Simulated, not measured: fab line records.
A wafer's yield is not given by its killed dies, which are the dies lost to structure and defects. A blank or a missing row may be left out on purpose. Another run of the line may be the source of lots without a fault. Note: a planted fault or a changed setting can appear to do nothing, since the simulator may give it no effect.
fab line records	flow n5_finfet
[record] lots = 7	wafers = 39
route steps=1938 shown FIN_SAQP@130 SD_EPI_P@321 HKMG_FIN@456 MOL_CONTACT_COAG@608 BEOL_M2@857 BEOL_M5@1112 BEOL_M7@1299
start_h: the number of hours between the record's first day and the start of the first shown wafer of the lot	wait_h: hours from the lot's prior step to this one	" as in the row above	L1.1+2: one row covering several wafers at once	- no value present, or no start provided	* or withheld: withheld	< > ~ a bound
route shown NAME@n: names a module that has steps shown in the file, with the first one's number in the route	usual: mean and standard deviation over wafers with no fault	same: alike in all rows	chamber/n: place in a boat	sites: each site's reading	_std_site: their standard deviation	_edge_site: outer sites' mean less inner sites'	radius_mm: for every site, how far away it sits from the centre of the wafer	mask NAME#n: copy n	behind: the last tool/chamber to shape the wafer	hold: reason for holding the lot/hours on hold/outcome of the hold	device: the transistor (n, p or np) that didn't switch	end of line: the same wafers' tests at the end of the route	a step given without rows: its recipe and nothing more	killed: at the first sort, the dies lost to defects and structure; wafer yield is something else	map: a wafer's dies, x killed, . not, _ none there
set.NAME: the setting as run; set.NAME@STEP: as run at that earlier step	model.NAME: the simulator's own value behind a step, which no gauge read
lots run with intentionally changed settings; tables by step, rows by wafer
[[steps]]
[step N5_FIN_SAQP_ETCH_65]
[recipe] chemistry = CF4	target = SiO2	target_depth_a = 40	ion_energy_ev = 350	time_s = 4.4	pressure_mtorr = 10	icp_w = 800	bias_w = 400	cf4_flow_sccm = 80
lot.wafer	tool	chamber	start_h	wait_h	set.time_s	model.etch.depth_nm
L076.3+5	rie_si-06	0,2	36.93	0.1	4.4	4.006
L076.4	"	3	"	"	4.4	3.97
L080.1	rie_si-03	2	61.13	0.1	3.173	2.858
L080.2	"	3	"	"	4.4	3.829
L080.3	"	1	"	"	4.4	4.055
L080.4	"	2	"	"	4.4	3.975
L080.5	"	1	"	"	3.173	2.922
L080.6	"	3	"	"	3.173	2.778
L081.1	rie_si-06	0	68.11	0.1	4.4	3.973
L081.2	"	1	"	"	4.4	3.99
L081.3	"	3	"	"	4.4	3.938
L081.4	"	2	"	"	4.4	3.972
L081.5	"	0	"	"	4.4	3.95
L081.6	"	1	"	"	4.4	4.003
L089.1	rie_si-03	1	115.08	0.1	4.4	4.076
L089.2	"	0	"	"	4.4	4.008
L089.3	"	2	"	"	4.4	3.998
L089.4	"	3	"	"	4.4	3.88
L089.5	"	0	"	"	4.4	4.009
L089.6	"	1	"	"	4.4	4.094
L091.1	rie_si-06	0	126.44	0.1	4.4	3.971
L091.2	"	1	"	"	2.8	2.56
L091.3	"	2	"	"	4.4	3.984
L091.4	"	3	"	"	2.8	2.503
L091.5	"	1	"	"	2.8	2.528
L091.6	"	0	"	"	4.4	3.962
L094.1	rie_si-06	3	144.27	0.1	4.4	3.978
L094.2	"	2	"	"	5.357	4.893
L094.3	"	0	"	"	5.357	4.958
L094.4	"	1	"	"	4.4	4.072
L094.5	"	2	"	"	5.357	4.923
L094.6	"	1	"	"	4.4	4.083
L095.1	rie_si-06	0	151.54	0.1	3.537	3.244
L095.2	"	2	"	"	4.4	4.002
L095.3	"	3	"	"	3.537	3.185
L095.4	"	1	"	"	4.4	4.039
L095.5	"	1	"	"	4.4	4.053
L095.6	"	2	"	"	3.537	3.227
[step N5_SD_EPI_P_EPI_21]
[recipe] material = SiGe:B	dopant = B	temp_c = 550	pressure_torr = 20	ambient = H2	time_s = 355
lot.wafer	tool	chamber	start_h	wait_h	set.time_s	model.SiGe-B_of_SD_EPI_P_EPI_21.thk_nm
L076.3	epi_rpcvd-04	0	72.69	0.8	355	60.4
L076.4	"	0	"	"	355	61
L076.5	"	0	"	"	355	59.6
L080.1+2	epi_rpcvd-04	0	96.83	0.1	355	61.4
L080.3	"	0	"	"	355	61.6
L080.4	"	0	"	"	299.9	55.2
L080.5	"	0	"	"	299.9	55.4
L080.6	"	0	"	"	299.9	55
L081.1	epi_rpcvd-02	0	101.05	0.1	355	61
L081.2	"	0	"	"	484.8	75.6
L081.3	"	0	"	"	355	61.6
L081.4	"	0	"	"	355	62
L081.5	"	0	"	"	484.8	77
L081.6	"	0	"	"	484.8	76
L089.1	epi_rpcvd-03	0	145.70	0.1	441.3	71.2
L089.2	"	0	"	"	355	60.8
L089.3	"	0	"	"	441.3	70.2
L089.4	"	0	"	"	355	61
L089.5	"	0	"	"	441.3	69.4
L089.6	"	0	"	"	355	61.2
L091.1	epi_rpcvd-04	0	157.56	0.1	355	60.6
L091.2	"	0	"	"	447.7	72.2
L091.3+5	"	0	"	"	447.7	71.6
L091.4	"	0	"	"	355	61.8
L091.6	"	0	"	"	355	61
L094.1	epi_rpcvd-03	0	177.34	0.3	355	61.2
L094.2+3	"	0	"	"	164.1	30.8
L094.4	"	0	179.26	2.0	164.1	30.6
L094.5	"	0	"	"	355	60.8
L094.6	"	0	"	"	355	60.6
L095.1	epi_rpcvd-03	0	182.94	0.2	355	61.6
L095.2+3	"	0	"	"	355	61
L095.4	"	0	"	"	159.3	29.8
L095.5+6	"	0	"	"	159.3	30
[step N5_SD_EPI_P_EPI_MEAS_23]
[recipe] mode = xrd
[usual] thk_nm = 61.1/1.3
lot.wafer	tool	chamber	start_h	wait_h	set.time_s@SD_EPI_P_EPI_21	thk_nm
L076.3	film_metro-02	-	74.18	1.1	355	60.2
L076.4	"	-	"	"	355	59.5
L076.5	"	-	"	"	355	60.7
L080.1	film_metro-01	-	99.02	1.8	355	62.6
L080.2	"	-	"	"	355	62.1
L080.3	"	-	"	"	355	62.3
L080.4	"	-	"	"	299.9	53.9
L080.5	"	-	"	"	299.9	54.5
L080.6	"	-	"	"	299.9	54.9
L081.1	film_metro-01	-	103.25	1.8	355	61.7
L081.2	"	-	"	"	484.8	74.3
L081.3	"	-	"	"	355	60.7
L081.4	"	-	"	"	355	61.9
L081.5	"	-	"	"	484.8	77.0
L081.6	"	-	"	"	484.8	78.0
L089.1	film_metro-01	-	147.92	1.9	441.3	72.4
L089.2	"	-	"	"	355	59.1
L089.3	"	-	"	"	441.3	68.9
L089.4	"	-	"	"	355	61.4
L089.5	"	-	"	"	441.3	68.3
L089.6	"	-	"	"	355	62.4
L091.1	film_metro-01	-	159.75	1.8	355	61.3
L091.2	"	-	"	"	447.7	72.6
L091.3	"	-	"	"	447.7	71.5
L091.4	"	-	"	"	355	63.2
L091.5	"	-	"	"	447.7	71.0
L091.6	"	-	"	"	355	59.2
L094.1	film_metro-01	-	181.21	3.2	355	60.7
L094.2	"	-	"	"	164.1	29.7
L094.3	"	-	"	"	164.1	30.1
L094.4	"	-	"	"	164.1	30.0
L094.5	"	-	"	"	355	60.0
L094.6	"	-	"	"	355	60.5
L095.1	film_metro-02	-	185.86	2.4	355	61.8
L095.2	"	-	"	"	355	60.7
L095.3	"	-	"	"	355	62.0
L095.4	"	-	"	"	159.3	30.2
L095.5	"	-	"	"	159.3	30.8
L095.6	"	-	"	"	159.3	31.2
[step N5_HKMG_FIN_ALD_21]
[recipe] material = TiN	target_thk_a = 15	temp_c = 400	ald_precursor_family = TiCl4	ald_co_reactant = NH3	pulse_time_s = 1	purge_time_s = 3	co_reactant_purge_time_s = 2	co_reactant_pulse_time_s = 2	ald_cycles = 68	pressure_torr = 3
lot.wafer	tool	chamber	start_h	wait_h	set.ald_cycles	model.TiN_of_HKMG_FIN_ALD_21.thk_nm
L076.3+4+5	ald_metal-02	0,1,3	95.82	0.1	68	1.4
L080.1+2+5	ald_metal-03	1,0,0	121.06	0.3	55	1.2
L080.3+6	"	2,3	"	"	68	1.4
L080.4	"	3	"	"	68	1.6
L081.1+2+3+4+5+6	ald_metal-04	0,3,1,2,2,1	123.72	0.3	68	1.6
L089.1+4+5	ald_metal-02	1,3,1	172.12	0.3	68	1.4
L089.2+3+6	"	0,2,2	"	"	32	0.6
L091.1	ald_metal-04	1	179.83	0.3	68	1.4
L091.2+6	"	2,3	"	"	68	1.6
L091.3+4+5	"	0,3,2	"	"	30	0.6
L094.1	ald_metal-02	3	202.01	0.6	68	1.4
L094.2+6	"	2	"	"	68	1.6
L094.3+4+5	"	0,1,1	"	"	50	1.2
L095.1+4+5	ald_metal-04	1,0,1	207.40	0.3	85	1.8
L095.2+3+6	"	2,0,2	"	"	68	1.4
[step N5_MOL_CONTACT_COAG_ALD_133]
[recipe] material = SiO2	target_thk_a = 50	temp_c = 100	ald_precursor_family = BDEAS	ald_co_reactant = O2-plasma	pulse_time_s = 1	co_reactant_pulse_time_s = 1	purge_time_s = 2	co_reactant_purge_time_s = 2	ald_cycles = 35	pressure_torr = 2
lot.wafer	tool	chamber	start_h	wait_h	set.ald_cycles	model.SiO2_of_MOL_CONTACT_COAG_ALD_133.thk_nm
L076.3+4+5	ald_sin-01	1,3,2	115.16	0.1	35	5
L080.1+3+4	ald_sin-03	2,0,3	140.80	0.1	27	3.8
L080.2+5+6	"	1,3,0	"	"	35	5
L081.1+5	ald_sin-03	0,2	144.44	0.1	48	6.8
L081.2+4+6	"	2,1,3	"	"	35	5
L081.3	"	3	"	"	48	7
L089.1+2+4	ald_sin-01	3,2,1	192.28	0.1	30	4.2
L089.3+5+6	"	0,1,2	"	"	35	5
L091.1+3+5	ald_sin-03	2,0,2	201.03	0.1	35	5
L091.2+4+6	"	1,3,1	"	"	26	3.8
L094.1+2+3+4+5+6	ald_sin-02	0,3,2,1,1,0	226.15	0.1	35	5
L095.1+2+6	ald_sin-01	3,0,2	230.76	0.1	35	5
L095.3+4+5	"	1,2,1	"	"	46	6.6
[step N5_BEOL_M2_DESCUM_16]
[recipe] chemistry = O2	time_s = 7	source_power_w = 50	bias_power_w = 20	pressure_mtorr = 20	rf_frequency_hz = 2.712e+07	temp_c = 40	resist = CAR-EUV	o2_flow_sccm = 225
lot.wafer	tool	chamber	start_h	wait_h	set.time_s	model.CAR-EUV_of_BEOL_M2_COAT_05.thk_nm
L076.3+4+5	rie_diel-01	0,3,2	147.11	0.0	7	26
L080.1+4+5	rie_diel-02	3,2,3	182.22	0.0	7	26
L080.2+3	"	1,0	"	"	3.052	28
L080.6	"	2	"	"	3.052	27.8
L081.1+4+6	rie_diel-03	3,0,2	182.39	0.0	7	26.2
L081.2+3+5	"	2,0,3	"	"	3.215	28
L089.1+2+6	rie_diel-01	2,3,0	233.06	0.4	4.536	27.2
L089.3+4+5	"	1,0,1	"	"	7	26
L091.1	rie_diel-02	2	238.20	0.0	7	25.8
L091.2+3+4+5+6	"	0,3,1,0,1	"	"	7	26
L094.1+2+3+4+5+6	rie_diel-01	1,3,0,2,0,1	258.28	0.0	7	26.2
L095.1+2	rie_diel-01	3,0	271.69	0.2	4.671	27.2
L095.3+5	"	2,1	"	"	7	26
L095.4	"	1	"	"	4.671	27.4
L095.6	"	2	"	"	7	26.2
[step N5_BEOL_M2_ETCH_74]
[recipe] chemistry = N2/H2	target = underlayer	target_depth_a = 65	mask_material = CAR-EUV	time_s = 5.2	ion_energy_ev = 200	pressure_mtorr = 30	source_w = 840	bias_w = 150	n2_flow_sccm = 200	h2_flow_sccm = 200	ends = cleared
[step N5_BEOL_M2_ETCH_63]
[recipe] chemistry = CF4	target = SiARC	target_depth_a = 156	mask_material = CAR-EUV	time_s = 26	ion_energy_ev = 80	pressure_mtorr = 40	source_w = 545	bias_w = 36	Ar_flow_sccm = 100	cf4_flow_sccm = 100	ends = cleared
lot.wafer	tool	chamber	start_h	wait_h	set.time_s@BEOL_M2_DESCUM_16	model.BEOL_M2.cd_offset_nm
L076.3+5	rie_diel-01	0,2	147.16	0.0	7	0
L076.4	"	3	"	"	7	-0.2
L080.1+4+5	rie_diel-02	3,2,3	182.27	0.0	7	0
L080.2+3+6	"	1,0,2	"	"	3.052	-0.4
L081.1	rie_diel-03	3	182.44	0.0	7	-0.2
L081.2+5	"	2,3	"	"	3.215	-0.6
L081.3	"	0	"	"	3.215	-0.4
L081.4+6	"	0,2	"	"	7	0
L089.1+6	rie_diel-01	2,0	233.11	0.0	4.536	0
L089.2	"	3	"	"	4.536	-0.2
L089.3+4+5	"	1,0,1	"	"	7	0.2
L091.1+4+6	rie_diel-02	2,1,1	238.26	0.0	7	0.2
L091.2+3+5	"	0,3,0	"	"	7	0
L094.1+2+3+4+6	rie_diel-01	1,3,0,2,1	258.33	0.0	7	0
L094.5	"	0	"	"	7	0.2
L095.1+2	rie_diel-01	3,0	271.74	0.0	4.671	-0.6
L095.3+5+6	"	2,1,2	"	"	7	-0.2
L095.4	"	1	"	"	4.671	-0.4
[step N5_BEOL_M5_ILD_DEP_00]
[recipe] material = SiCOH_lowk	target_thk_a = 1406.4	temp_c = 300	precursor = DEMS/porogen	pressure_torr = 5	rf_w = 500	time_s = 25.9
lot.wafer	tool	chamber	start_h	wait_h	set.target_thk_a	model.SiCOH_lowk_of_BEOL_M5_ILD_DEP_00.thk_nm
L076.3	pecvd-02	0	206.60	0.5	1406.4	137.4
L076.4	"	0	"	"	1406.4	141.4
L076.5	"	2	"	"	1406.4	140.8
L080.1	pecvd-02	0	222.88	0.8	1406.4	140.6
L080.2	"	1	"	"	1406.4	139
L080.3	"	2	"	"	2058	203.8
L080.4	"	1	"	"	1406.4	143.4
L080.5	"	2	"	"	2058	207.4
L080.6	"	0	"	"	2058	207.6
L081.1	pecvd-02	1	229.02	0.8	2098	208.2
L081.2	"	2	"	"	1406.4	137.2
L081.3	"	0	"	"	1406.4	139
L081.4	"	2	"	"	2098	210.6
L081.5	"	1	"	"	2098	211.4
L081.6	"	0	"	"	1406.4	140.6
L089.1	pecvd-04	0	276.53	0.8	2202	221.4
L089.2	"	2	"	"	1406.4	141
L089.3	"	1	"	"	2202	221
L089.4	"	2	"	"	1406.4	141.6
L089.5	"	1	"	"	2202	224.6
L089.6	"	0	"	"	1406.4	143
L091.1	pecvd-03	1	282.31	0.8	962	95
L091.2	"	2	"	"	962	94.8
L091.3	"	0	"	"	1406.4	139.4
L091.4	"	2	"	"	1406.4	141
L091.5	"	1	"	"	962	94.6
L091.6	"	0	"	"	1406.4	140.4
L095.1	pecvd-04	0	313.43	0.8	1406.4	140.8
L095.2	"	1	"	"	1681	165.6
L095.3	"	2	"	"	1406.4	139.2
L095.4	"	2	"	"	1681	168.2
L095.5	"	1	"	"	1681	169
L095.6	"	0	"	"	1406.4	142.2
L094.1	pecvd-03	2	329.45	0.8	1406.4	141.2
L094.2	"	0	"	"	1688	169.6
L094.3	"	1	"	"	1406.4	139.6
L094.4	"	1	"	"	1688	170.2
L094.5	"	0	"	"	1688	171.2
L094.6	"	2	"	"	1406.4	144
[step N5_BEOL_M5_CURE_79]
[recipe] temp_c = 385	time_s = 240	ambient = He/Ar	material = SiCOH_lowk
lot.wafer	tool	chamber	start_h	wait_h	set.target_thk_a@BEOL_M5_ILD_DEP_00	model.SiCOH_lowk_of_BEOL_M5_ILD_DEP_00.thk_nm
L076.3	uv_cure-02	2	206.82	0.2	1406.4	118.2
L076.4	"	2	"	"	1406.4	121.6
L076.5	"	2	"	"	1406.4	121.2
L080.1	uv_cure-01	1	222.94	0.0	1406.4	121
L080.2	"	1	"	"	1406.4	119.6
L080.3	"	1	"	"	2058	176
L080.4	"	1	"	"	1406.4	123.4
L080.5+6	"	1	"	"	2058	179.2
L081.1	uv_cure-02	0	229.22	0.2	2098	179.8
L081.2	"	0	"	"	1406.4	118
L081.3	"	0	"	"	1406.4	119.6
L081.4	"	0	"	"	2098	182
L081.5	"	0	"	"	2098	182.6
L081.6	"	0	"	"	1406.4	121
L089.1	uv_cure-01	1	276.59	0.0	2202	191.4
L089.2	"	1	"	"	1406.4	121.2
L089.3	"	1	"	"	2202	191
L089.4	"	1	"	"	1406.4	121.8
L089.5	"	1	"	"	2202	194.2
L089.6	"	1	"	"	1406.4	123
L091.1	uv_cure-02	0	282.37	0.0	962	81.4
L091.2+5	"	0	"	"	962	81.2
L091.3	"	0	"	"	1406.4	120
L091.4	"	0	"	"	1406.4	121.4
L091.6	"	0	"	"	1406.4	120.8
L095.1	uv_cure-01	1	313.49	0.0	1406.4	121.2
L095.2	"	1	"	"	1681	142.6
L095.3	"	1	"	"	1406.4	119.8
L095.4	"	1	"	"	1681	145
L095.5	"	1	"	"	1681	145.6
L095.6	"	1	"	"	1406.4	122.4
L094.1	uv_cure-02	2	329.54	0.1	1406.4	121.4
L094.2	"	2	"	"	1688	146.2
L094.3	"	2	"	"	1406.4	120.2
L094.4	"	2	"	"	1688	146.8
L094.5	"	2	"	"	1688	147.6
L094.6	"	2	"	"	1406.4	124
[step N5_BEOL_M5_THK_MEAS_01]
[recipe] reads = SiCOH_lowk_of_BEOL_M5_ILD_DEP_00
[usual] M5_ILD_THK = 120.5/1.5
lot.wafer	tool	chamber	start_h	wait_h	set.target_thk_a@BEOL_M5_ILD_DEP_00	M5_ILD_THK[nm]
L076.3	film_metro-02	-	207.17	0.3	1406.4	118.2
L076.4	"	-	"	"	1406.4	121.6
L076.5	"	-	"	"	1406.4	121.2
L080.1	film_metro-01	-	223.93	0.8	1406.4	121.1
L080.2	"	-	"	"	1406.4	119.7
L080.3	"	-	"	"	2058	175.9
L080.4	"	-	"	"	1406.4	123.5
L080.5	"	-	"	"	2058	179.3
L080.6	"	-	"	"	2058	179.3
L081.1	film_metro-02	-	229.74	0.4	2098	179.8
L081.2	"	-	"	"	1406.4	118.1
L081.3	"	-	"	"	1406.4	119.6
L081.4	"	-	"	"	2098	181.9
L081.5	"	-	"	"	2098	182.7
L081.6	"	-	"	"	1406.4	120.9
L089.1	film_metro-02	-	277.10	0.4	2202	191.6
L089.2	"	-	"	"	1406.4	121.1
L089.3	"	-	"	"	2202	191.2
L089.4	"	-	"	"	1406.4	121.8
L089.5	"	-	"	"	2202	194.2
L089.6	"	-	"	"	1406.4	123.0
L091.1	film_metro-01	-	282.89	0.4	962	81.6
L091.2	"	-	"	"	962	81.3
L091.3	"	-	"	"	1406.4	119.9
L091.4	"	-	"	"	1406.4	121.3
L091.5	"	-	"	"	962	81.2
L091.6	"	-	"	"	1406.4	120.7
L095.1	film_metro-01	-	314.00	0.4	1406.4	121.2
L095.2	"	-	"	"	1681	142.7
L095.3	"	-	"	"	1406.4	119.8
L095.4	"	-	"	"	1681	145.2
L095.5	"	-	"	"	1681	145.7
L095.6	"	-	"	"	1406.4	122.4
L094.1	film_metro-01	-	330.05	0.4	1406.4	121.4
L094.2	"	-	"	"	1688	146.1
L094.3	"	-	"	"	1406.4	120.1
L094.4	"	-	"	"	1688	146.7
L094.5	"	-	"	"	1688	147.5
L094.6	"	-	"	"	1406.4	124.0
[step N5_BEOL_M7_DESCUM_33]
[recipe] chemistry = O2	time_s = 7	source_power_w = 50	bias_power_w = 20	pressure_mtorr = 20	rf_frequency_hz = 2.712e+07	temp_c = 40	resist = CAR-EUV	o2_flow_sccm = 225
lot.wafer	tool	chamber	start_h	wait_h	set.time_s	model.CAR-EUV_of_BEOL_M7_COAT_22.thk_nm
L076.3+4	rie_diel-05	0,2	235.42	0.6	7	26.2
L076.5	"	3	"	"	7	26
L080.1+2+6	rie_diel-05	3,1,1	245.04	0.0	7	26.2
L080.3+4+5	"	0,2,0	"	"	9.708	24.8
L081.1+3+5	rie_diel-04	2,0,3	253.81	0.2	8.783	25.2
L081.2+4+6	"	3,2,0	"	"	7	26.2
L089.1+4+5	rie_diel-06	2,1,2	307.38	0.0	7	26.2
L089.2+3+6	"	3,0,1	"	"	9.997	24.6
L091.1+4	rie_diel-06	0	311.56	0.1	7	26.2
L091.2	"	2	"	"	7	26.4
L091.3+5	"	3	"	"	5.685	26.8
L091.6	"	2	"	"	5.685	27
L095.1	rie_diel-06	3	334.15	0.0	10.58	24.2
L095.2+3+4	"	1,2,0	"	"	7	26.2
L095.5+6	"	1,0	"	"	10.58	24.4
L094.1+2+3+4+5	rie_diel-04	0,3,1,2,1	354.74	0.0	7	26
L094.6	"	2	"	"	7	26.2
[step N5_BEOL_M7_ETCH_72]
[recipe] chemistry = N2/H2	target = underlayer	target_depth_a = 65	mask_material = CAR-EUV	time_s = 5.2	ion_energy_ev = 200	pressure_mtorr = 30	source_w = 840	bias_w = 150	n2_flow_sccm = 200	h2_flow_sccm = 200	ends = cleared
lot.wafer	tool	chamber	start_h	wait_h	set.time_s@BEOL_M7_DESCUM_33	model.CAR-EUV_of_BEOL_M7_COAT_22.thk_nm
L076.3+4+5	rie_diel-05	0,2,3	235.45	0.0	7	20.4
L080.1+2+6	rie_diel-05	3,1,1	245.08	0.0	7	20.4
L080.3+4+5	"	0,2,0	"	"	9.708	19.2
L081.1+3	rie_diel-04	2,0	253.85	0.0	8.783	19.4
L081.2+4+6	"	3,2,0	"	"	7	20.4
L081.5	"	3	"	"	8.783	19.6
L089.1+4+5	rie_diel-06	2,1,2	307.42	0.0	7	20.4
L089.2+6	"	3,1	"	"	9.997	18.8
L089.3	"	0	"	"	9.997	19
L091.1+2+4	rie_diel-06	0,2,0	311.59	0.0	7	20.6
L091.3+5+6	"	3,3,2	"	"	5.685	21.2
L095.1+5+6	rie_diel-06	3,1,0	334.19	0.0	10.58	18.6
L095.2+3+4	"	1,2,0	"	"	7	20.4
L094.1+2+4+5+6	rie_diel-04	0,3,2,1,2	354.78	0.0	7	20.4
L094.3	"	1	"	"	7	20.2
[step N5_BEOL_M7_ETCH_65]
[recipe] chemistry = CF4	target = SiARC	target_depth_a = 156	mask_material = CAR-EUV	time_s = 26	ion_energy_ev = 80	pressure_mtorr = 40	source_w = 545	bias_w = 36	Ar_flow_sccm = 100	cf4_flow_sccm = 100	ends = cleared
lot.wafer	tool	chamber	start_h	wait_h	set.time_s@BEOL_M7_DESCUM_33	model.CAR-EUV_of_BEOL_M7_COAT_22.thk_nm
L076.3+4+5	rie_diel-05	0,2,3	235.47	0.0	7	11.2
L080.1+2+6	rie_diel-05	3,1,1	245.09	0.0	7	11.2
L080.3+5	"	0	"	"	9.708	10
L080.4	"	2	"	"	9.708	9.8
L081.1+3	rie_diel-04	2,0	253.86	0.0	8.783	10.2
L081.2+4+6	"	3,2,0	"	"	7	11.2
L081.5	"	3	"	"	8.783	10.4
L089.1+4+5	rie_diel-06	2,1,2	307.43	0.0	7	11.2
L089.2+6	"	3,1	"	"	9.997	9.6
L089.3	"	0	"	"	9.997	9.8
L091.1	rie_diel-06	0	311.61	0.0	7	11.2
L091.2+4	"	2,0	"	"	7	11.4
L091.3+5	"	3	"	"	5.685	11.8
L091.6	"	2	"	"	5.685	12
L095.1+5+6	rie_diel-06	3,1,0	334.20	0.0	10.58	9.4
L095.2+3+4	"	1,2,0	"	"	7	11.2
L094.1+2+4+5+6	rie_diel-04	0,3,2,1,2	354.79	0.0	7	11.2
L094.3	"	1	"	"	7	11
[[key]]
[split] step = N5_FIN_SAQP_ETCH_65	setting = time_s	stated = 4.4	by = wafer
[response] step = N5_FIN_SAQP_ETCH_65	reading = model.etch.depth_nm	change = +0.04	per = 1%	r = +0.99
[split] step = N5_SD_EPI_P_EPI_21	setting = time_s	stated = 355	by = wafer
[response] step = N5_SD_EPI_P_EPI_21	reading = model.SiGe-B_of_SD_EPI_P_EPI_21.thk_nm	change = +0.51	per = 1%	r = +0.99
[response] step = N5_SD_EPI_P_EPI_MEAS_23	reading = thk_nm	change = *	per = 1%	r = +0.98
[split] step = N5_HKMG_FIN_ALD_21	setting = ald_cycles	stated = 68	by = wafer
[response] step = N5_HKMG_FIN_ALD_21	reading = model.TiN_of_HKMG_FIN_ALD_21.thk_nm	change = +0.0155	per = 1%	r = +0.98
[split] step = N5_MOL_CONTACT_COAG_ALD_133	setting = ald_cycles	stated = 35	by = wafer
[response] step = N5_MOL_CONTACT_COAG_ALD_133	reading = model.SiO2_of_MOL_CONTACT_COAG_ALD_133.thk_nm	change = +0.0504	per = 1%	r = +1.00
[split] step = N5_BEOL_M2_DESCUM_16	setting = time_s	stated = 7	by = wafer
[response] step = N5_BEOL_M2_DESCUM_16	reading = model.CAR-EUV_of_BEOL_M2_COAT_05.thk_nm	change = -0.0341	per = 1%	r = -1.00
[response] step = N5_BEOL_M2_ETCH_63	reading = model.BEOL_M2.cd_offset_nm	change = +0.00808	per = 1%	r = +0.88
[split] step = N5_BEOL_M5_ILD_DEP_00	setting = target_thk_a	stated = 1406.4	by = wafer
[response] step = N5_BEOL_M5_ILD_DEP_00	reading = model.SiCOH_lowk_of_BEOL_M5_ILD_DEP_00.thk_nm	change = +1.43	per = 1%	r = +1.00
[response] step = N5_BEOL_M5_CURE_79	reading = model.SiCOH_lowk_of_BEOL_M5_ILD_DEP_00.thk_nm	change = +1.24	per = 1%	r = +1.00
[response] step = N5_BEOL_M5_THK_MEAS_01	reading = M5_ILD_THK	change = +1.24	per = 1%	r = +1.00
[split] step = N5_BEOL_M7_DESCUM_33	setting = time_s	stated = 7	by = wafer
[response] step = N5_BEOL_M7_DESCUM_33	reading = model.CAR-EUV_of_BEOL_M7_COAT_22.thk_nm	change = -0.0367	per = 1%	r = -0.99
[response] step = N5_BEOL_M7_ETCH_72	reading = model.CAR-EUV_of_BEOL_M7_COAT_22.thk_nm	change = -0.0344	per = 1%	r = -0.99
[response] step = N5_BEOL_M7_ETCH_65	reading = model.CAR-EUV_of_BEOL_M7_COAT_22.thk_nm	change = -0.0346	per = 1%	r = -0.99
